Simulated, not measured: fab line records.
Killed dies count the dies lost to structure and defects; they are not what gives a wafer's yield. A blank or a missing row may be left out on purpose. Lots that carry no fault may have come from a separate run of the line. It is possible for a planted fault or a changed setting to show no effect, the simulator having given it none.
Matching of chambers :: flow n5 finfet :: N5_BEOL_M14_DESCUM_15 on rie diel-06 has 4 sister chambers
The step chemistry O2, time 7.9 s. 4 wafers are shown with their chamber, then 7 later ones without.

EACH WAFER AND ITS CHAMBER
wafer: L079.1
chamber: 3
showerhead plenum p Torr (Torr): 2.14

wafer: L088.5
chamber: 0
showerhead plenum p Torr (Torr): 2.16

wafer: L090.1
chamber: 1
showerhead plenum p Torr (Torr): 2.18

wafer: L090.2
chamber: 2
showerhead plenum p Torr (Torr): 2.02

WAFERS WHOSE CHAMBER IS MISSING
wafer: L090.3
showerhead plenum p Torr (Torr): 2.13

wafer: L091.1
showerhead plenum p Torr (Torr): 2.18

wafer: L091.3
showerhead plenum p Torr (Torr): 2.02

wafer: L091.6
showerhead plenum p Torr (Torr): 2.13

wafer: L097.1
showerhead plenum p Torr (Torr): 2.01

wafer: L097.3
showerhead plenum p Torr (Torr): 2.13

wafer: L097.5
showerhead plenum p Torr (Torr): 2.15

EACH ONE'S CHAMBER
wafer: L090.3
from the rows above: 3
in truth: 3

wafer: L091.1
from the rows above: 1
in truth: 1

wafer: L091.3
from the rows above: 2
in truth: 2

wafer: L091.6
from the rows above: 3
in truth: 3

wafer: L097.1
from the rows above: 2
in truth: 2

wafer: L097.3
from the rows above: 3
in truth: 3

wafer: L097.5
from the rows above: can't be placed: 3 or 0
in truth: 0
6 of 7 placed correctly. Not placeable from these rows: 1 (in 1, the candidates include the true chamber). Wrongly placed: 0.
How it was worked out, from the rows above alone: a wafer's distance from a chamber is the root of the sum, over the readings, of the square of ((its reading less the chamber's mean) divided by the reading's scatter). If the next closest chamber is less than 2 further off than the closest, the wafer can't be placed; otherwise it belongs to the closest. A chamber's mean is the mean of its shown wafers. The scatter: root of mean squared gap, hidden wafer to nearest shown wafer, with one shown wafer a chamber.
